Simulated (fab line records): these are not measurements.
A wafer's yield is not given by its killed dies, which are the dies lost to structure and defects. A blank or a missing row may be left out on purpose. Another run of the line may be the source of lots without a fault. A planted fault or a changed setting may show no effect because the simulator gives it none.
Problem report, 8D (eight disciplines) form, completed by code | flow n5 finfet | the parts of the form that need people (team, actions taken, sign-off) are left out

== 1. THE ISSUE ==
trench depth nm at N5_BEOL_M2_OCD_MEAS_38 reads a mean of 91.2 nm on 2 wafers of 2 lots; wafers without a fault read 55.2 nm with a standard deviation of 0.88. That is +41 standard deviations from the usual mean.
Earliest sighting: wafer L375.5 on ocd-02 at day 8 07:25. The record holds 23 wafers of 8 lots with a number at this step. Rule for "out", or "out of limits": more than 4 standard deviations from the usual mean. The other wafers with a number count as sound.

== 2. WHAT THIS IS AND IS NOT ==
question                    | is               | is not
which readings at this step | trench depth nm  | -
which lots                  | L375, L379       | L372, L383, L385, L388, L393, L394
which wafers of those lots  | L375.5, L379.6   | L375.4, L379.1, L379.3
read on which gauges        | ocd-02           | ocd-01
when                        | from day 8 07:25 | up to then (4 sound wafers); but 17 sound wafers of L379, L383, L385, L388, L393, L394 came after

== 3. WHAT RULES OUT EACH SUSPECT ==
Counting: a tool at a process step up to the reading stays a suspect if it ran every lot that is out. Sound lots after the first of them don't rule it out here, since some wafers of a struck lot are sound.
- the gauge at N5_BEOL_M2_OCD_MEAS_38 is ruled out. All the wafers that are out were read on ocd-02, but those of them that N5_BEOL_M2_THK_MEAS_53 has rows for are out there too, on other tools.
- rie diel-05 at N5_BEOL_M2_DESCUM_33 (chemistry O2, time 7 s): kept. It processed each lot that is out (first: L375, day 7 23:43); up to then, its last sound lot is L372 (day 6 23:59).
- rie diel-02 at N5_BEOL_M2_TRENCH_ETCH_37 (etches SiOC in C4F6/O2, target depth 55.555 nm, time 29.2 s): kept. It ran every lot that is out, first L375 (day 8 07:15).
After counting, rie diel-05 at N5_BEOL_M2_DESCUM_33 and rie diel-02 at N5_BEOL_M2_TRENCH_ETCH_37 remain.

== 4. THE CAUSE (what the simulator had put in) ==
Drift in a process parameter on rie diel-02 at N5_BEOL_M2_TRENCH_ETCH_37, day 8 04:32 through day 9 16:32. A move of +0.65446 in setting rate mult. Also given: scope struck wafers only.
Of the 2 suspects that counting leaves, this tool is one.

== 5. THE EFFECT CHAIN, in route order ==
Each row: a reading whose mean over the struck wafers that have a number lies more than 3 standard deviations from the usual. Readings are gone through only where the record gives a usual standard deviation; hours: the median, over the lots, of the time from a lot's start at the first step in this table giving one to that lot's start at this step; sigmas: the change measured in usual standard deviations.
hours | step                   | reading          | usual        | on struck wafers | change | sigmas
0     | N5_BEOL_M2_OCD_MEAS_38 | trench depth nm  | 55.2 nm      | 91.2             | +36.0  | +41
59    | N5_BEOL_M2_THK_MEAS_53 | M2_THK           | 39.3 nm      | 74.8             | +35.5  | +36
59    | N5_BEOL_M2_RS_MEAS_58  | M2_RS            | 0.675 ohm/sq | 0.303            | -0.372 | -17
128   | N5_BEOL_M4_RC_MEAS_101 | SERP_M2          | 193 ohm/um   | 90               | -102   | -8.5
128   | N5_BEOL_M4_RC_MEAS_101 | SERP_M2_max_site | 206 ohm/um   | 98               | -108   | -7.7

== 6. HOW IT WOULD HAVE BEEN CAUGHT EARLIER ==
The first out-of-limits reading at a measuring or inspecting step in this record came at day 8 07:25, 3 hours after the fault's start at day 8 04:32.
An alarm limit of 4 standard deviations would not have fired on the tool readings at N5_BEOL_M2_TRENCH_ETCH_37 for which the record gives a usual standard deviation, since none of them was out on any struck wafer.
L379, from the lots that are out (2), started N5_BEOL_M2_TRENCH_ETCH_37 on rie diel-02 later than day 8 07:25. A tool hold placed at that time would have kept it from harm.
